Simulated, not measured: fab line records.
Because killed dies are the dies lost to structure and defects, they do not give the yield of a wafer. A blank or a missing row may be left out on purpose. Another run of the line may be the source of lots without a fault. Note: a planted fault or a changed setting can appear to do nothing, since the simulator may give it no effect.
fab line records    flow n5-finfet
record lots=13  wafers=35  last-day=17
route steps=1938 shown BEOL_M4@1099 PASSIVATION@1936
lots that met no fault: taken from a fault-free run of the same line
start-h: the number of hours between the record's first day and the start of the first shown wafer of the lot    wait-h: hours since the lot's step before    " as in the row above    L1.1+2: a row that stands for several wafers    - value missing, or start not given    * or withheld: withheld    < > ~ a bound
route shown NAME@n: names a module that has steps shown in the file, with the first one's number in the route    usual: mean/standard deviation of fault-free wafers    same: alike in all rows    chamber/n: place in a boat    sites: each site's reading    _std_site: how widely they spread, as a standard deviation    _edge_site: outer sites' mean less inner sites'    radius-mm: how far each site lies from the wafer's centre    mask NAME#n: copy n    behind: the most recent tool/chamber to have shaped the wafer    hold: why the lot went on hold/how many hours it stayed there/how the hold came to an end    device: transistor that didn't switch, given as n, p or np    end of line: tests of these same wafers at the route's end    where a step has no rows: the recipe by itself    killed: dies lost to structure and defects at the first sort, not the wafer's yield    map: a wafer's dies, x killed, . not, _ none there
set.NAME: the setting as run; set.NAME@STEP: as run at that earlier step    model.NAME: the simulator's own value behind a step, which no gauge read
steps of the route over a sample of lots; a table a step, a row a wafer
services: when a tool's chamber went out of use (start-h, in hours from the record's first day, below 0 if earlier), for how many hours, and the reason
## steps
# step N5_BEOL_M4_ANNEAL_95
# recipe temp-c=400  time-s=240  ambient=vacuum
# usual heater-power-w=838/68  susceptor_temp_C_max=400.89/0.29
lot.wafer  tool            chamber  start-h  wait-h  heater-power-w  susceptor_temp_C_max
L804.1     pvd-sputter-02  -        159.93   0.0     884             401.08
L804.5     "               -        "        "       905             400.82
L806.1     pvd-sputter-01  -        164.96   0.0     777             401.16
L806.3     "               -        "        "       884             400.64
L806.5     "               -        "        "       851             401.15
L807.3     pvd-sputter-02  -        176.62   0.0     728             400.56
L807.4     "               -        "        "       887             400.75
L807.6     "               -        "        "       721             400.60
L809.1     pvd-sputter-03  -        194.28   0.0     847             401.12
L809.4     "               -        "        "       779             401.17
L808.1     pvd-sputter-01  -        194.54   0.0     789             400.77
L808.4     "               -        "        "       858             400.93
L808.6     "               -        "        "       873             400.96
L810.1     pvd-sputter-01  -        199.76   0.0     771             400.84
L810.2     "               -        "        "       870             400.49
L810.3     "               -        "        "       771             400.57
L811.3     pvd-sputter-01  -        210.22   0.0     776             400.33
L811.5     "               -        "        "       838             401.24
L815.1     pvd-sputter-03  -        231.49   0.0     866             400.68
L815.2     "               -        "        "       868             400.72
L815.3     "               -        "        "       774             401.07
L816.2     pvd-sputter-02  -        236.91   0.0     890             400.57
L816.3     "               -        "        "       980             400.73
L816.6     "               -        "        "       903             400.69
L817.1     pvd-sputter-02  -        243.69   0.0     865             400.86
L817.3     "               -        "        "       1036            401.48
L817.5     "               -        "        "       987             400.75
L820.3     pvd-sputter-01  -        256.62   0.0     780             400.59
L820.4     "               -        "        "       880             400.91
L820.5     "               -        "        "       791             401.66
L827.3     pvd-sputter-02  -        302.90   0.0     874             400.99
L827.6     "               -        "        "       727             400.85
L826.3     pvd-sputter-01  -        319.54   0.0     775             400.50
L826.4     "               -        "        "       848             401.27
L826.5     "               -        "        "       775             401.52
# step N5_BEOL_M4_CMP_52
# recipe stop-on=SiOC  t-overpolish-s=6.8  down-force-psi=1  platen-rpm=50  clearing-platen-down-force-psi=1.5  clearing-platen-rpm=50  post-cmp-clean=cu-alkaline  target-thk-nm=40  clearing-platen-pad-velocity-m-s=0.99484  pad-velocity-m-s=0.99484
# usual barrier-field-endpoint-s=25.0/0.7  motor-current-A=5.7/0.61  overpolish-run-s=6.801/0.0086  slurry-flow-ml-min=150.0/0.42  time-to-endpoint-s=63/3.6
lot.wafer  tool    chamber  start-h  wait-h  barrier-field-endpoint-s  motor-current-A  overpolish-run-s  slurry-flow-ml-min  time-to-endpoint-s
L804.1     cmp-01  2        160.68   0.4     23.9                      4.7              6.793             149.8               61
L804.5     "       0        "        "       25.3                      4.9              6.800             149.8               64
L806.3     cmp-01  3        165.60   0.2     25.2                      6.1              6.804             149.6               66
L806.1     "       2        "        "       24.7                      4.8              6.793             150.2               62
L806.5     "       0        "        "       25.5                      4.7              6.801             149.7               67
L807.3     cmp-03  0        177.25   0.2     24.5                      5.9              6.807             150.6               58
L807.4     "       2        "        "       25.5                      5.9              6.814             150.0               66
L807.6     "       0        "        "       24.6                      6.3              6.784             149.9               53
L809.4     cmp-03  0        194.91   0.1     24.4                      6.3              6.788             149.9               60
L809.1     "       3        "        "       23.9                      6.7              6.790             149.6               56
L808.1     cmp-03  0        195.18   0.3     23.6                      6.1              6.805             150.7               58
L808.4     "       2        "        "       24.8                      5.7              6.801             149.6               63
L808.6     "       0        "        "       23.7                      6.3              6.792             150.3               57
L810.3     cmp-01  0        200.43   0.2     25.0                      4.9              6.795             149.5               64
L810.1     "       1        "        "       24.0                      6.6              6.795             149.7               63
L810.2     "       2        "        "       24.4                      4.5              6.808             150.1               62
L811.3     cmp-03  0        210.97   0.3     25.0                      5.9              6.791             150.5               64
L811.5     "       1        "        "       25.4                      5.2              6.797             150.3               67
L815.2     cmp-03  3        232.12   0.2     23.1                      6.3              6.797             149.4               57
L815.1     "       0        "        "       23.4                      6.1              6.788             149.5               56
L815.3     "       1        "        "       30.8                      5.4              6.802             149.8               81
L816.3     cmp-03  0        237.62   0.2     31.2                      6.0              6.822             150.1               73
L816.2     "       1        "        "       25.6                      5.2              6.799             150.1               65
L816.6     "       3        "        "       30.9                      6.2              6.795             150.5               77
L817.1     cmp-03  0        244.60   0.3     24.5                      6.4              6.805             149.6               64
L817.3     "       1        "        "       31.5                      5.2              6.800             149.5               83
L817.5     "       3        "        "       32.0                      6.3              6.808             149.3               82
L820.3     cmp-04  0        257.33   0.2     25.8                      5.0              6.805             149.6               67
L820.4     "       1        "        "       25.1                      6.3              6.802             150.4               63
L820.5     "       3        "        "       24.9                      5.5              6.805             150.7               66
L827.3     cmp-01  0        303.85   0.5     25.6                      4.8              6.792             150.3               66
L827.6     "       1        "        "       25.0                      6.5              6.808             150.2               62
L826.4     cmp-01  2        320.21   0.2     24.6                      4.6              6.792             150.3               62
L826.3     "       0        "        "       24.7                      4.8              6.805             150.6               63
L826.5     "       1        "        "       24.2                      6.5              6.796             150.0               64
# step N5_BEOL_M4_DEP_57
# recipe material=SiCN  target-thk-a=80  temp-c=withheld  precursor=3MS/NH3  pressure-torr=3  rf-w=202  time-s=14
# usual chamber-pressure-Torr=3.000/0.0067  showerhead-plenum-p-Torr=3.664/0.01  throttle-valve-pct=9.0/0.39
lot.wafer  tool      chamber  start-h  wait-h  chamber-pressure-Torr  showerhead-plenum-p-Torr  throttle-valve-pct
L804.1     pecvd-02  1        161.05   0.0     2.996                  3.686                     9.5
L804.5     "         0        "        "       2.990                  3.650                     9.5
L806.1     pecvd-02  1        166.09   0.0     2.996                  3.680                     9.4
L806.3     "         2        "        "       3.003                  3.670                     8.7
L806.5     "         0        "        "       2.996                  3.655                     9.3
L807.3     pecvd-02  2        177.74   0.0     2.999                  3.659                     8.5
L807.4     "         2        "        "       2.990                  3.666                     8.9
L807.6     "         0        "        "       2.996                  3.654                     9.3
L809.1     pecvd-02  0        195.41   0.0     3.000                  3.658                     9.4
L809.4     "         2        "        "       3.010                  3.656                     8.9
L808.1     pecvd-03  2        195.74   0.0     2.997                  3.672                     8.4
L808.4     "         1        "        "       3.000                  3.663                     9.1
L808.6     "         0        "        "       2.988                  3.660                     9.5
L810.1     pecvd-03  2        200.91   0.0     2.999                  3.675                     8.5
L810.2     "         0        "        "       3.013                  3.662                     9.5
L810.3     "         1        "        "       3.005                  3.655                     9.2
L811.3     pecvd-03  0        211.34   0.0     2.996                  3.665                     9.5
L811.5     "         1        "        "       2.996                  3.668                     8.7
L815.1     pecvd-02  0        232.61   0.0     2.997                  3.656                     9.5
L815.2     "         2        "        "       3.017                  3.669                     9.1
L815.3     "         1        "        "       3.006                  3.677                     9.2
L816.2     pecvd-03  0        238.03   0.0     3.002                  3.667                     9.4
L816.3     "         1        "        "       2.994                  3.663                     9.1
L816.6     "         2        "        "       2.987                  3.678                     8.4
L817.1     pecvd-04  1        245.05   0.0     2.993                  3.644                     9.0
L817.3     "         0        "        "       2.998                  3.664                     8.8
L817.5     "         2        "        "       2.995                  3.662                     9.0
L820.3     pecvd-04  1        257.76   0.0     3.004                  3.650                     9.0
L820.4     "         2        "        "       2.991                  3.667                     9.4
L820.5     "         0        "        "       3.001                  3.667                     8.7
L827.3     pecvd-02  2        304.46   0.0     2.999                  3.669                     8.6
L827.6     "         2        "        "       2.993                  3.659                     8.9
L826.3     pecvd-03  0        320.66   0.0     3.004                  3.669                     9.6
L826.4     "         2        "        "       2.996                  3.670                     8.6
L826.5     "         0        "        "       3.000                  3.664                     9.4
# step N5_PASSIVATION_PROBE_49
# usual defect-limited-yield=91.4/1.5  killed_at_M0_to_M3=33/9.8  killed_at_M4_up=14/5.5  killed-at-contacts=12/6.5  killed-at-front-end=38/11  killed-at-other=3/3.1  killed-dies=101/17  killed-open=66/13  killed-short=32/7.5  sort_bin_5_function=5.0/1  sort_bin_6_memory=3.2/0.69  sort_bin_8_speed=0.00/0.0072  sort-n-pass=1079/17  sort-yield-pct=91.4/1.5
# same gross-dies=1180  killed-at-back-side=0  sort_bin_4_leakage[%]=0
lot.wafer  tool       chamber  start-h  wait-h  defect-limited-yield[%]  killed_at_M0_to_M3  killed_at_M4_up  killed-at-contacts  killed-at-front-end  killed-at-other  killed-dies  killed-open  killed-short  sort_bin_5_function[%]  sort_bin_6_memory[%]  sort_bin_8_speed[%]  sort-n-pass  sort-yield-pct[%]
L806.1     prober-01  -        260.99   0.0     91.6                     25                  12               6                   51                   5                99           62           27            4.3                     3.0                   0                    1081         91.6
L806.3     prober-01  -        261.09   0.1     90.9                     22                  21               8                   48                   8                107          64           43            5.1                     3.7                   0                    1073         90.9
L806.5     prober-01  -        261.19   0.2     92.5                     35                  9                11                  29                   4                88           53           34            4.2                     2.9                   0                    1092         92.5
L804.1     prober-02  -        276.98   0.0     89.8                     51                  10               6                   53                   0                120          81           39            6.1                     3.9                   0                    1060         89.8
L804.5     prober-02  -        277.18   0.2     90.3                     45                  11               8                   50                   0                114          58           48            4.7                     3.7                   0                    1066         90.3
L807.3     prober-01  -        280.01   0.1     90.7                     49                  9                11                  35                   6                110          73           33            4.7                     4.1                   0                    1070         90.7
L807.4     prober-01  -        280.06   0.2     92.7                     27                  9                9                   41                   0                86           58           25            4.2                     2.6                   0                    1094         92.7
L807.6     prober-01  -        280.16   0.3     92.8                     26                  5                14                  39                   1                85           53           32            3.6                     3.1                   0                    1095         92.8
L808.1     prober-02  -        289.85   0.0     91.0                     22                  28               15                  41                   0                106          76           27            5.8                     3.1                   0                    1074         91.0
L808.4     prober-02  -        290.00   0.2     90.6                     28                  17               4                   60                   2                111          74           35            5.1                     4.0                   0                    1069         90.6
L808.6     prober-02  -        290.10   0.3     90.3                     40                  13               8                   53                   0                114          79           34            6.4                     2.9                   0                    1066         90.3
L809.1     prober-01  -        297.52   0.0     88.1                     59                  12               11                  59                   0                141          90           51            6.8                     4.6                   0                    1039         88.1
L809.4     prober-01  -        297.67   0.2     88.6                     41                  15               15                  55                   8                134          89           43            7.2                     3.9                   0                    1046         88.6
L810.1     prober-02  -        313.41   0.0     89.2                     38                  8                30                  48                   4                128          93           32            6.6                     4.0                   0                    1052         89.2
L810.2     prober-02  -        313.46   0.1     91.3                     38                  8                12                  40                   5                103          70           31            5.7                     2.7                   0                    1077         91.3
L810.3     prober-02  -        313.51   0.1     91.2                     33                  17               7                   47                   0                104          73           28            4.6                     3.6                   0                    1076         91.2
L811.3     prober-02  -        315.16   0.1     89.9                     36                  12               18                  47                   6                119          82           33            6.6                     3.0                   0                    1061         89.9
L811.5     prober-02  -        315.26   0.2     88.7                     47                  9                9                   55                   13               133          91           42            6.5                     4.0                   0                    1047         88.7
L815.1     prober-01  -        338.82   0.0     92.1                     21                  16               5                   50                   1                93           63           28            5.3                     2.5                   0                    1087         92.1
L815.2     prober-01  -        338.87   0.1     91.2                     35                  18               14                  36                   1                104          77           26            4.9                     3.5                   0                    1076         91.2
L815.3     prober-01  -        338.92   0.1     88.1                     30                  51               19                  39                   1                140          72           34            5.1                     3.8                   0                    1040         88.1
L816.2     prober-01  -        347.49   0.1     89.9                     44                  15               28                  32                   0                119          80           39            6.0                     3.6                   0                    1061         89.9
L816.3     prober-01  -        347.54   0.1     91.7                     32                  15               9                   40                   2                98           60           37            4.2                     3.8                   0.08                 1082         91.7
L816.6     prober-01  -        347.69   0.3     92.5                     26                  11               20                  29                   2                88           55           30            4.9                     2.2                   0                    1092         92.5
L817.1     prober-01  -        355.25   0.0     93.6                     24                  16               13                  22                   1                76           55           19            4.1                     2.2                   0                    1104         93.6
L817.3     prober-01  -        355.35   0.1     93.7                     34                  6                5                   27                   2                74           44           28            3.6                     2.5                   0                    1106         93.7
L817.5     prober-01  -        355.45   0.2     93.9                     16                  21               7                   28                   0                72           52           19            3.3                     2.6                   0                    1108         93.9
L820.3     prober-01  -        365.43   0.1     91.5                     40                  12               6                   38                   4                100          68           31            5.7                     2.6                   0                    1080         91.5
L820.4     prober-01  -        365.48   0.2     88.0                     38                  19               7                   71                   7                142          98           37            6.4                     4.9                   0                    1038         88.0
L820.5     prober-01  -        365.53   0.2     90.2                     51                  14               16                  32                   3                116          71           43            6.0                     3.6                   0                    1064         90.2
L827.3     prober-01  -        405.89   0.1     92.2                     26                  10               14                  37                   5                92           58           31            4.8                     2.6                   0                    1088         92.2
L827.6     prober-01  -        406.04   0.3     92.7                     25                  13               13                  35                   0                86           51           34            3.4                     3.6                   0                    1094         92.7
L826.3     prober-02  -        417.67   0.1     89.7                     34                  11               21                  38                   17               121          74           40            4.9                     4.4                   0                    1059         89.7
L826.4     prober-02  -        417.72   0.2     92.9                     36                  9                5                   29                   5                84           49           33            4.5                     2.4                   0                    1096         92.9
L826.5     prober-02  -        417.77   0.2     91.0                     40                  15               18                  29                   4                106          70           35            5.8                     2.9                   0                    1074         91.0
# killed by level:class
L806.1 FIN_SAQP:geometric-particle:open=10 STI_FIN_REVEAL:geometric-particle:open=10 HKMG_FIN:area-etch=9 MOL_CONTACT_COAG:geometric-particle:open=6 BEOL_M3:geometric-particle:open=6 BEOL_M4:geometric-particle:open=6 FIN_SAQP:geometric-particle:short=5 BEOL_M0_SAQP:geometric-particle:open=5
L806.3 FIN_SAQP:geometric-particle:open=12 FIN_SAQP:geometric-particle:short=12 MOL_CONTACT_COAG:geometric-particle:open=7 BEOL_M5:geometric-particle:open=7 STI_FIN_REVEAL:geometric-particle:open=6 GATE_CUT:geometric-particle:short=6 BEOL_M4:geometric-particle:open=6 BEOL_M0_SAQP:geometric-particle:short=5
L806.5 BEOL_M0_SAQP:geometric-particle:open=10 MOL_CONTACT_COAG:geometric-particle:open=8 GATE_CUT:geometric-particle:short=6 GATE_CUT:geometric-particle:open=5 BEOL_M0_SAQP:geometric-particle:short=5 BEOL_M0:geometric-particle:open=5 BEOL_M2:geometric-particle:open=5 BEOL_M3:geometric-particle:open=5
L804.1 STI_FIN_REVEAL:geometric-particle:open=13 BEOL_M0_SAQP:geometric-particle:short=13 BEOL_M3:geometric-particle:open=12 BEOL_M0_SAQP:geometric-particle:open=11 FIN_SAQP:geometric-particle:open=10 BEOL_M1:geometric-particle:open=7 FIN_SAQP:geometric-particle:short=6 ILD0:geometric-particle:short=4
L804.5 FIN_SAQP:geometric-particle:open=13 BEOL_M1:geometric-particle:open=8 BEOL_M3:geometric-particle:short=8 BEOL_M0_SAQP:geometric-particle:short=7 BEOL_M0_SAQP:geometric-particle:open=7 HKMG_FIN:area-etch=7 ILD0:geometric-particle:short=5 MOL_CONTACT_COAG:geometric-particle:open=5
L807.3 BEOL_M0_SAQP:geometric-particle:open=14 MOL_CONTACT_COAG:geometric-particle:open=9 BEOL_M1:geometric-particle:open=9 STI_FIN_REVEAL:geometric-particle:open=8 BEOL_M3:geometric-particle:open=8 FIN_SAQP:geometric-particle:short=7 GATE_CUT:geometric-particle:short=5 BEOL_M0_SAQP:geometric-particle:short=5
L807.4 STI_FIN_REVEAL:geometric-particle:open=9 FIN_SAQP:geometric-particle:short=8 FIN_SAQP:geometric-particle:open=7 MOL_CONTACT_COAG:geometric-particle:open=6 BEOL_M3:geometric-particle:open=5 BEOL_M0:geometric-particle:open=4 BEOL_M2:geometric-particle:open=4 STARTING-WAFER:geometric-particle:open=4
L807.6 MOL_CONTACT_COAG:geometric-particle:open=11 STI_FIN_REVEAL:geometric-particle:open=6 BEOL_M1:geometric-particle:open=6 BEOL_M0_SAQP:geometric-particle:short=5 FIN_SAQP:geometric-particle:short=4 FIN_SAQP:geometric-particle:open=4 GATE_CUT:geometric-particle:short=4 ILD0:geometric-particle:short=4
L808.1 MOL_CONTACT_COAG:geometric-particle:open=12 FIN_SAQP:geometric-particle:open=11 BEOL_M4:geometric-particle:open=8 BEOL_M5:geometric-particle:open=8 FIN_SAQP:geometric-particle:short=6 DUMMY_GATE:geometric-particle:open=5 BEOL_M1:geometric-particle:open=5 STI_FIN_REVEAL:geometric-particle:open=4
L808.4 FIN_SAQP:geometric-particle:open=19 FIN_SAQP:geometric-particle:short=16 BEOL_M3:geometric-particle:open=13 BEOL_M4:geometric-particle:open=10 STI_FIN_REVEAL:geometric-particle:open=5 BEOL_M3:geometric-particle:short=4 BEOL_M6:geometric-particle:open=3 STI_FIN_REVEAL:geometric-particle:short=3
L808.6 FIN_SAQP:geometric-particle:open=16 FIN_SAQP:geometric-particle:short=11 BEOL_M1:geometric-particle:open=11 STI_FIN_REVEAL:geometric-particle:open=10 BEOL_M0_SAQP:geometric-particle:open=10 BEOL_M0_SAQP:geometric-particle:short=8 BEOL_M4:geometric-particle:open=6 MOL_CONTACT_COAG:geometric-particle:open=5
L809.1 BEOL_M3:geometric-particle:open=17 BEOL_M0_SAQP:geometric-particle:short=16 STI_FIN_REVEAL:geometric-particle:open=12 MOL_CONTACT_COAG:geometric-particle:open=9 BEOL_M0_SAQP:geometric-particle:open=9 DUMMY_GATE:geometric-particle:open=7 ILD0:geometric-particle:short=7 GATE_CUT:geometric-particle:short=7
L809.4 STI_FIN_REVEAL:geometric-particle:open=18 BEOL_M3:geometric-particle:open=16 MOL_CONTACT_COAG:geometric-particle:open=13 BEOL_M0_SAQP:geometric-particle:short=9 FIN_SAQP:geometric-particle:open=8 GATE_CUT:geometric-particle:open=6 GATE_CUT:geometric-particle:short=5 BEOL_M0_SAQP:geometric-particle:open=5
L810.1 MOL_CONTACT_COAG:geometric-particle:open=22 STI_FIN_REVEAL:geometric-particle:open=16 BEOL_M0_SAQP:geometric-particle:open=13 BEOL_M3:geometric-particle:open=9 FIN_SAQP:geometric-particle:open=8 MOL_CONTACT_COAG:geometric-particle:short=8 BEOL_M0_SAQP:geometric-particle:short=6 STARTING-WAFER:geometric-particle:open=6
L810.2 FIN_SAQP:geometric-particle:open=13 FIN_SAQP:geometric-particle:short=11 MOL_CONTACT_COAG:geometric-particle:open=10 BEOL_M3:geometric-particle:open=10 BEOL_M2:geometric-particle:open=9 GATE_CUT:geometric-particle:short=7 BEOL_M1:geometric-particle:open=7 BEOL_M0_SAQP:geometric-particle:open=5
L810.3 FIN_SAQP:geometric-particle:open=12 FIN_SAQP:geometric-particle:short=10 BEOL_M3:geometric-particle:open=10 BEOL_M2:geometric-particle:open=9 BEOL_M0_SAQP:geometric-particle:short=7 MOL_CONTACT_COAG:geometric-particle:open=7 BEOL_M4:geometric-particle:open=6 STI_FIN_REVEAL:geometric-particle:open=5
L811.3 FIN_SAQP:geometric-particle:open=16 MOL_CONTACT_COAG:geometric-particle:open=15 BEOL_M0_SAQP:geometric-particle:short=10 BEOL_M2:geometric-particle:open=9 BEOL_M7:geometric-particle:open=7 STI_FIN_REVEAL:geometric-particle:open=6 DUMMY_GATE:geometric-particle:open=5 BEOL_M0_SAQP:geometric-particle:open=5
L811.5 FIN_SAQP:geometric-particle:open=23 BEOL_M0_SAQP:geometric-particle:open=16 FIN_SAQP:geometric-particle:short=10 PASS1_DEP:geometric-particle:open=9 BEOL_M0_SAQP:geometric-particle:short=9 STI_FIN_REVEAL:geometric-particle:open=8 BEOL_M2:geometric-particle:open=7 MOL_CONTACT_COAG:geometric-particle:open=7
L815.1 STI_FIN_REVEAL:geometric-particle:open=14 FIN_SAQP:geometric-particle:short=10 BEOL_M4:geometric-particle:open=9 FIN_SAQP:geometric-particle:open=8 BEOL_M1:geometric-particle:open=7 BEOL_M1:geometric-particle:short=6 ILD0:geometric-particle:short=5 MOL_CONTACT_COAG:geometric-particle:open=5
L815.2 BEOL_M3:geometric-particle:open=12 BEOL_M2:geometric-particle:open=11 FIN_SAQP:geometric-particle:open=10 MOL_CONTACT_COAG:geometric-particle:open=9 BEOL_M4:geometric-particle:open=9 FIN_SAQP:geometric-particle:short=5 STI_FIN_REVEAL:geometric-particle:open=5 MOL_CONTACT_COAG:geometric-particle:short=5
L815.3 BEOL_M4:area-cmp=32 MOL_CONTACT_COAG:geometric-particle:open=17 STI_FIN_REVEAL:geometric-particle:open=12 BEOL_M4:geometric-particle:open=10 BEOL_M0_SAQP:geometric-particle:short=7 BEOL_M1:geometric-particle:open=7 ILD0:geometric-particle:short=6 BEOL_M2:geometric-particle:open=6
L816.2 MOL_CONTACT_COAG:geometric-particle:open=19 BEOL_M0_SAQP:geometric-particle:short=15 STI_FIN_REVEAL:geometric-particle:open=10 BEOL_M0_SAQP:geometric-particle:open=10 MOL_CONTACT_COAG:geometric-particle:short=9 FIN_SAQP:geometric-particle:short=6 BEOL_M4:geometric-particle:open=6 BEOL_M1:geometric-particle:open=6
L816.3 STI_FIN_REVEAL:geometric-particle:open=16 BEOL_M0_SAQP:geometric-particle:short=9 BEOL_M4:geometric-particle:open=8 BEOL_M2:geometric-particle:open=8 FIN_SAQP:geometric-particle:open=6 MOL_CONTACT_COAG:geometric-particle:open=5 STI_FIN_REVEAL:geometric-particle:short=4 GATE_CUT:geometric-particle:short=4
L816.6 MOL_CONTACT_COAG:geometric-particle:open=14 GATE_CUT:geometric-particle:short=9 STI_FIN_REVEAL:geometric-particle:open=8 BEOL_M8:geometric-particle:open=7 MOL_CONTACT_COAG:geometric-particle:short=6 BEOL_M0_SAQP:geometric-particle:short=6 BEOL_M0_SAQP:geometric-particle:open=6 BEOL_M0:geometric-particle:open=4
L817.1 MOL_CONTACT_COAG:geometric-particle:open=10 BEOL_M4:geometric-particle:open=10 BEOL_M0_SAQP:geometric-particle:open=8 DUMMY_GATE:geometric-particle:open=5 STI_FIN_REVEAL:geometric-particle:open=4 BEOL_M0_SAQP:geometric-particle:short=4 BEOL_M1:geometric-particle:open=4 FIN_SAQP:geometric-particle:open=3
L817.3 BEOL_M0_SAQP:geometric-particle:short=13 BEOL_M0_SAQP:geometric-particle:open=8 FIN_SAQP:geometric-particle:open=6 FIN_SAQP:geometric-particle:short=5 STI_FIN_REVEAL:geometric-particle:open=5 MOL_CONTACT_COAG:geometric-particle:open=5 BEOL_M0:geometric-particle:open=4 ILD0:geometric-particle:open=3
L817.5 BEOL_M4:geometric-particle:open=9 FIN_SAQP:geometric-particle:short=6 STI_FIN_REVEAL:geometric-particle:open=6 MOL_CONTACT_COAG:geometric-particle:open=5 DUMMY_GATE:geometric-particle:open=4 BEOL_M1:geometric-particle:open=4 BEOL_M3:geometric-particle:open=4 BEOL_M5:geometric-particle:open=3
L820.3 BEOL_M2:geometric-particle:open=14 STI_FIN_REVEAL:geometric-particle:open=12 BEOL_M0_SAQP:geometric-particle:open=11 BEOL_M0_SAQP:geometric-particle:short=10 FIN_SAQP:geometric-particle:short=7 DUMMY_GATE:geometric-particle:open=6 MOL_CONTACT_COAG:geometric-particle:open=5 FIN_SAQP:geometric-particle:open=4
L820.4 STI_FIN_REVEAL:geometric-particle:open=29 FIN_SAQP:geometric-particle:open=10 BEOL_M3:geometric-particle:open=9 DUMMY_GATE:geometric-particle:open=8 BEOL_M0_SAQP:geometric-particle:open=8 GATE_CUT:geometric-particle:short=7 MOL_CONTACT_COAG:geometric-particle:open=6 BEOL_M0_SAQP:geometric-particle:short=6
L820.5 BEOL_M0_SAQP:geometric-particle:open=12 BEOL_M0_SAQP:geometric-particle:short=12 MOL_CONTACT_COAG:geometric-particle:open=11 STI_FIN_REVEAL:geometric-particle:open=8 BEOL_M3:geometric-particle:open=8 DUMMY_GATE:geometric-particle:open=6 BEOL_M1:geometric-particle:open=6 GATE_CUT:geometric-particle:short=5
L827.3 MOL_CONTACT_COAG:geometric-particle:open=11 FIN_SAQP:geometric-particle:short=10 BEOL_M0_SAQP:geometric-particle:open=8 FIN_SAQP:geometric-particle:open=6 BEOL_M1:geometric-particle:open=6 STI_FIN_REVEAL:geometric-particle:open=5 GATE_CUT:geometric-particle:short=5 BEOL_M8:geometric-particle:open=4
L827.6 FIN_SAQP:geometric-particle:short=10 MOL_CONTACT_COAG:geometric-particle:open=10 STI_FIN_REVEAL:geometric-particle:open=7 BEOL_M0_SAQP:geometric-particle:short=7 BEOL_M0_SAQP:geometric-particle:open=6 BEOL_M4:geometric-particle:open=6 BEOL_M2:geometric-particle:short=4 STARTING-WAFER:geometric-particle:short=4
L826.3 MOL_CONTACT_COAG:geometric-particle:open=18 BEOL_M3:geometric-particle:open=9 PASS1_CAP:geometric-particle:short=8 DUMMY_GATE:geometric-particle:open=7 BEOL_M0_SAQP:geometric-particle:short=7 BEOL_M0_SAQP:geometric-particle:open=6 HKMG_FIN:area-etch=6 FIN_SAQP:geometric-particle:open=5
L826.4 BEOL_M0_SAQP:geometric-particle:open=8 BEOL_M2:geometric-particle:open=7 BEOL_M0_SAQP:geometric-particle:short=6 MOL_CONTACT_COAG:geometric-particle:open=5 STARTING-WAFER:geometric-particle:open=5 DUMMY_GATE:geometric-particle:short=4 STARTING-WAFER:geometric-particle:short=4 STI_FIN_REVEAL:geometric-particle:open=3
L826.5 MOL_CONTACT_COAG:geometric-particle:open=15 BEOL_M3:geometric-particle:open=11 BEOL_M0_SAQP:geometric-particle:short=8 BEOL_M5:geometric-particle:open=7 STI_FIN_REVEAL:geometric-particle:open=5 BEOL_M0_SAQP:geometric-particle:open=5 BEOL_M2:geometric-particle:open=5 DUMMY_GATE:geometric-particle:open=4
## services
tool            chamber  start-h  hours  kind
cmp-03          -        141.57   4.0    pm
cmp-03          -        145.57   -      consumable-replace:conditioner
cmp-03          -        145.57   -      consumable-replace:pad
cmp-01          -        150.56   8.2    pm
cmp-01          -        159.48   0.9    repair
cmp-01          -        164.37   0.2    repair
pecvd-03        2        164.70   9.1    repair
pecvd-02        2        180.90   5.4    repair
pecvd-04        -        194.21   4.3    pm
cmp-04          -        197.84   4.0    pm
pecvd-04        -        209.32   14.6   pm
cmp-03          -        216.65   5.4    pm
cmp-01          -        219.98   1.1    repair
cmp-01          -        224.49   4.0    pm
cmp-01          -        228.49   -      consumable-replace:conditioner
cmp-01          -        228.49   5.4    pm
cmp-04          -        246.96   0.4    repair
pecvd-03        0        266.69   5.0    scheduled-down
cmp-01          -        266.79   1.0    repair
pvd-sputter-03  -        276.23   36.1   repair
pecvd-02        -        276.64   14.9   repair
pecvd-04        2        279.79   13.5   repair
cmp-04          -        284.82   1.2    repair
cmp-01          -        312.27   1.0    repair
## key
first-sign step=N5_BEOL_M4_CMP_52  reading=barrier-field-endpoint-s  direction=up  sigmas=9.1  usual=25.0  struck=31.3
effect step=N5_BEOL_M4_CMP_52  reading=time-to-endpoint-s  direction=up  sigmas=4.5  usual=*  struck=*
met-at N5_BEOL_M4_CMP_52
struck-lots L815,L816,L817
struck-wafers L815.3,L816.3,L816.6,L817.3,L817.5
not-acting-at N5_BEOL_M4_ANNEAL_95,N5_BEOL_M4_DEP_57
onset-between 210.97 232.12
fault kind=process-parameter-drift  tool=cmp-03  chamber=-  onset-h=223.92  steps=N5_BEOL_M4_CMP_52  channel=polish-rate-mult  offset=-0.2  shape=step  end-h=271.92  scope=struck-wafers-only
